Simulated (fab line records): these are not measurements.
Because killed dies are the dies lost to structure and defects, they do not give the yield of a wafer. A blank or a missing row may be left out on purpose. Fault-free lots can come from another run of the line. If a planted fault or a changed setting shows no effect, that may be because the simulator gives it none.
fab line records	flow nand-harc	part 2 of 2: steps 26 to 33 of 33
record: lots: 5	wafers: 15	last-day: 24
route steps=1159 shown P_CONTACT@239 P_M0@253
lots that met no fault: taken from a fault-free run of the same line
start-h: hours from the record's opening day to when the first of the lot's shown wafers began	wait-h: how many hours have passed since the lot's step before this one	" the same as in the row above	L1.1+2: a single row standing in for several wafers	- no value, or no start given	* or withheld: withheld	< > ~ a bound
route shown NAME@n: names a module that has steps shown in the file, with the first one's number in the route	usual: mean/standard deviation of fault-free wafers	same: alike in all rows	chamber/n: place in a boat	sites: readings site by site	_std_site: how widely they spread, as a standard deviation	_edge_site: mean of outer sites minus mean of inner sites	radius-mm: how far each site lies from the wafer's centre	mask NAME#n: copy n	behind: the last tool/chamber to shape the wafer	hold: what put the lot on hold/how long, in hours/how the hold closed	device: the n, p or np transistor that did not switch	end of line: the route-end tests of the same wafers	a step without rows: its recipe alone	killed: at the first sort, the dies lost to defects and structure; wafer yield is something else	map: a wafer's dies, x killed, . not, _ none there
set.NAME: the setting the step ran with; set.NAME@STEP: the setting that earlier step ran with	model.NAME: the simulator's own value behind a step, which no gauge read
lots at some steps of the route; a table a step, a row a wafer
services: from which hour (start-h, from the record's first day; less than 0 if before it) a tool's chamber was out of use, for how many hours, and why
== steps ==
step: NHARC_P_M0_INSPECT_11
usual: raw-defect-count: 4.0/2.3
lot.wafer	tool	chamber	start-h	wait-h	raw-defect-count
L082.1	defect-inspect-02	-	163.93	0.0	2
L082.5	"	-	"	"	2
L082.6	"	-	"	"	1
L085.2	defect-inspect-01	-	195.71	0.0	3
L085.4	"	-	"	"	1
L085.5	"	-	"	"	3
L088.1	defect-inspect-01	-	196.37	0.0	4
L088.3	"	-	"	"	1
L088.6	"	-	"	"	3
L092.3	defect-inspect-02	-	225.70	0.0	6
L092.4	"	-	"	"	2
L092.5	"	-	"	"	4
L095.2	defect-inspect-02	-	242.65	0.0	5
L095.3	"	-	"	"	8
L095.5	"	-	"	"	9
step: NHARC_P_M0_DESCUM_14
recipe: time-s: 3	o2-flow-sccm: 200	ar-flow-sccm: 0	bias-power-w: 0	chemistry: O2
usual: drypump-motor-current-A: 5.6/0.6	oes-product-au: 0.996/0.0076	rf-vpp-V: 57.8/0.89	showerhead-plenum-p-Torr: 1.93/0.096	throttle-valve-pct: 11.311/0.0097
same: time-s: 3
lot.wafer	tool	chamber	start-h	wait-h	drypump-motor-current-A	oes-product-au	rf-hours-counter-h	rf-vpp-V	showerhead-plenum-p-Torr	throttle-valve-pct
L082.1	rie-diel-12	2	164.02	0.1	5.4	0.983	9	56.7	1.78	11.304
L082.6	"	3	"	"	6.0	0.998	-	57.9	1.93	11.321
L082.5	"	0	"	"	6.4	0.994	-	57.5	1.85	11.313
L085.2	rie-diel-07	1	195.77	0.1	4.7	0.986	9	57.7	1.78	11.296
L085.4	"	3	"	"	5.7	1.004	9	58.7	2.04	11.316
L085.5	"	2	"	"	6.4	0.992	-	56.8	2.03	11.317
L088.1	rie-diel-07	2	196.44	0.1	6.4	1.004	9	57.5	2.03	11.302
L088.3	"	3	"	"	5.6	0.997	9	57.5	2.04	11.326
L088.6	"	1	"	"	4.7	1.002	-	57.9	1.78	11.312
L092.4	rie-diel-07	3	225.77	0.1	5.6	1.006	10	56.6	2.04	11.317
L092.3	"	1	"	"	4.7	0.996	11	56.3	1.78	11.329
L092.5	"	3	"	"	5.6	1.001	-	59.1	2.04	11.323
L095.3	rie-diel-07	0	242.72	0.1	5.4	1.003	0	57.3	1.91	11.298
L095.2	"	1	"	"	4.7	1.003	0	58.0	1.78	11.319
L095.5	"	0	"	"	5.4	1.009	-	58.3	1.91	11.303
step: NHARC_P_M0_ETCH_34
recipe: target-depth-a: 400	overetch-a: 120	time-s: 43.94	ion-energy-ev: 200	n2-flow-sccm: 150	h2-flow-sccm: 150	ar-flow-sccm: 0	rf-w: 400	bias-w: 150	chemistry: N2/H2
usual: drypump-motor-current-A: 5.7/0.57	oes-product-au: 0.995/0.0078	rf-vpp-V: 431/3.1	showerhead-plenum-p-Torr: 2.07/0.1	throttle-valve-pct: 14.172/0.0087
same: time-s: 43.94
lot.wafer	tool	chamber	start-h	wait-h	drypump-motor-current-A	oes-product-au	rf-hours-counter-h	rf-vpp-V	showerhead-plenum-p-Torr	throttle-valve-pct
L082.1	rie-diel-12	1	164.10	0.1	5.2	1.000	10	432	2.07	14.169
L082.5	"	2	"	"	5.4	1.005	-	426	1.90	14.188
L082.6	"	3	"	"	6.0	1.005	-	433	2.06	14.170
L085.4	rie-diel-07	2	195.85	0.1	6.4	0.984	9	435	2.16	14.175
L085.2	"	0	"	"	5.3	1.001	9	430	2.04	14.167
L085.5	"	2	"	"	6.4	0.983	-	434	2.16	14.170
L088.3	rie-diel-07	2	196.52	0.1	6.4	0.996	9	434	2.16	14.158
L088.1	"	0	"	"	5.4	0.994	9	430	2.04	14.162
L088.6	"	2	"	"	6.4	0.985	-	434	2.16	14.168
L092.4	rie-diel-07	3	225.85	0.1	5.6	1.001	10	435	2.18	14.178
L092.3	"	1	"	"	4.7	0.986	11	427	1.90	14.157
L092.5	"	3	"	"	5.7	0.997	-	435	2.18	14.188
L095.3	rie-diel-07	0	242.80	0.1	5.4	0.999	0	432	2.04	14.179
L095.2	"	3	"	"	5.6	1.003	0	434	2.18	14.164
L095.5	"	1	"	"	4.7	1.000	-	426	1.89	14.170
step: NHARC_P_M0_ETCH_15
recipe: target-depth-a: 1500	overetch-a: 150	time-s: 82.5	c4f8-flow-sccm: withheld	ar-flow-sccm: 400	rf-w: 600	bias-w: 300	chemistry: C4F8/Ar
usual: oes-product-au: 0.955/0.021	rf-vpp-V: 442/3.1
same: time-s: 82.5
lot.wafer	tool	chamber	start-h	wait-h	oes-product-au	rf-hours-counter-h	rf-vpp-V
L082.1	rie-diel-12	3	-	-	0.932	9	442
L082.6	"	2	"	"	0.917	-	438
L082.5	"	3	"	"	0.922	-	442
L085.2	rie-diel-07	0	-	-	0.992	9	442
L085.4	"	3	"	"	0.992	9	443
L085.5	"	1	"	"	0.963	-	437
L088.1	rie-diel-07	2	-	-	0.967	9	445
L088.3	"	3	"	"	0.980	9	445
L088.6	"	3	"	"	0.969	-	444
L092.4	rie-diel-07	0	-	-	0.975	11	441
L092.3	"	1	"	"	0.966	11	435
L092.5	"	3	"	"	0.964	-	446
L095.3	rie-diel-07	2	-	-	0.971	0	444
L095.2	"	0	"	"	0.977	0	441
L095.5	"	2	"	"	0.985	-	443
step: NHARC_P_M0_CD_MEAS_16
usual: cd-nm: 89.9/0.59
lot.wafer	tool	chamber	start-h	wait-h	cd-nm
L082.1	cd-sem-02	-	164.30	-	89.3
L082.5	"	-	"	"	89.3
L082.6	"	-	"	"	90.3
L085.2	cd-sem-01	-	196.07	-	89.8
L085.4	"	-	"	"	90.1
L085.5	"	-	"	"	89.7
L088.1	cd-sem-01	-	196.73	-	90.5
L088.3	"	-	"	"	90.5
L088.6	"	-	"	"	90.6
L092.3	cd-sem-03	-	226.07	-	90.1
L092.4	"	-	"	"	91.1
L092.5	"	-	"	"	90.5
L095.2	cd-sem-02	-	243.01	-	90.3
L095.3	"	-	"	"	90.8
L095.5	"	-	"	"	89.9
step: NHARC_P_M0_STRIP_18
recipe: power-w: 1000	n2-flow-sccm: 150	h2-flow-sccm: 150	ar-flow-sccm: 0	bias-w: 0	chemistry: N2/H2
usual: drypump-motor-current-A: 5.7/0.49	oes-product-au: 0.999/0.0081	rf-vpp-V: 90.8/0.98	showerhead-plenum-p-Torr: 2.04/0.089	throttle-valve-pct: 14.172/0.0089
lot.wafer	tool	chamber	start-h	wait-h	drypump-motor-current-A	oes-product-au	rf-hours-counter-h	rf-vpp-V	showerhead-plenum-p-Torr	throttle-valve-pct
L082.1	rie-diel-02	1	164.42	0.1	6.4	0.995	0	90.6	2.06	14.181
L082.5	"	1	"	"	6.4	0.999	-	91.3	2.06	14.162
L082.6	"	2	"	"	5.8	1.004	-	90.8	2.09	14.182
L085.2	rie-diel-02	3	196.14	0.1	5.9	1.010	3	91.5	2.17	14.159
L085.4	"	0	"	"	5.4	0.989	3	90.5	1.97	14.164
L085.5	"	3	"	"	6.0	0.998	-	91.0	2.17	14.183
L088.3	rie-diel-02	0	196.83	0.1	5.4	1.000	3	90.0	1.97	14.170
L088.1	"	2	"	"	5.9	0.997	3	90.7	2.08	14.160
L088.6	"	3	"	"	5.9	1.002	-	91.1	2.17	14.176
L092.4	rie-diel-02	1	226.14	0.1	6.4	1.001	5	91.6	2.06	14.159
L092.3	"	2	"	"	5.8	1.006	5	91.0	2.08	14.169
L092.5	"	2	"	"	5.7	1.002	-	90.3	2.08	14.183
L095.3	rie-diel-12	2	243.13	0.1	5.4	1.006	1	88.3	1.90	14.157
L095.2	"	3	"	"	5.9	1.001	2	91.3	2.06	14.172
L095.5	"	1	"	"	5.2	1.002	-	90.9	2.07	14.183
step: NHARC_P_M0_STRIP_19
recipe: time-s: 600	temp-c: 30	chemistry: post-etch-residue-remover
same: time-s: 600
lot.wafer	tool	chamber	start-h	wait-h
L082.1+6+5	wet-bench-01	3,5,6	164.72	-
L085.2+5+4	wet-bench-06	7,1,2	196.43	-
L088.6+1+3	wet-bench-02	4,5,6	197.10	-
L092.4+3+5	wet-bench-02	7,0,2	226.42	-
L095.3+2+5	wet-bench-06	1,3,5	243.38	-
step: NHARC_P_M0_DEGAS_28
recipe: temp-c: 250	time-s: 60
usual: heater-power-w: 327/19
same: time-s: 60
lot.wafer	tool	chamber	start-h	wait-h	heater-power-w
L082.1	pvd-sputter-03	-	165.02	-	326
L082.5	"	-	"	"	342
L082.6	"	-	"	"	342
L085.2	pvd-sputter-02	-	196.69	-	309
L085.4	"	-	"	"	303
L085.5	"	-	"	"	317
L088.1	pvd-sputter-03	-	197.36	-	335
L088.3	"	-	"	"	325
L088.6	"	-	"	"	334
L092.3	pvd-sputter-01	-	226.68	-	354
L092.4	"	-	"	"	322
L092.5	"	-	"	"	297
L095.2	pvd-sputter-01	-	243.65	-	322
L095.3	"	-	"	"	368
L095.5	"	-	"	"	294
== services ==
tool	chamber	start-h	hours	kind
arfi-scanner-01	-	136.42	3.0	repair
wet-bench-09	-	139.46	6.4	repair
litho-track-04	-	141.00	7.0	pm
cmp-01	-	146.71	1.7	repair
rie-diel-02	-	150.73	9.0	pm
arfi-scanner-01	-	154.66	0.5	repair
pvd-sputter-01	-	158.05	10.0	pm
ald-metal-01	1	160.13	10.1	repair
rie-diel-02	3	161.05	3.9	repair
pvd-sputter-03	-	162.06	2.9	repair
wet-bench-04	-	163.20	8.0	pm
rie-diel-04	3	167.13	13.6	repair
rie-diel-02	0	200.15	1.5	repair
rie-diel-12	-	202.40	9.0	pm
rie-diel-04	-	205.11	3.9	repair
cvd-w-01	1	205.70	10.8	repair
rie-diel-12	2	213.05	9.5	repair
pvd-sputter-02	-	214.00	10.0	pm
rie-diel-04	2	214.75	5.5	repair
pvd-sputter-03	-	221.09	3.8	repair
rie-diel-07	-	228.27	9.0	pm
cvd-w-01	-	228.32	0.6	repair
rie-diel-02	3	236.04	15.7	repair
rie-diel-04	2	236.48	1.3	repair
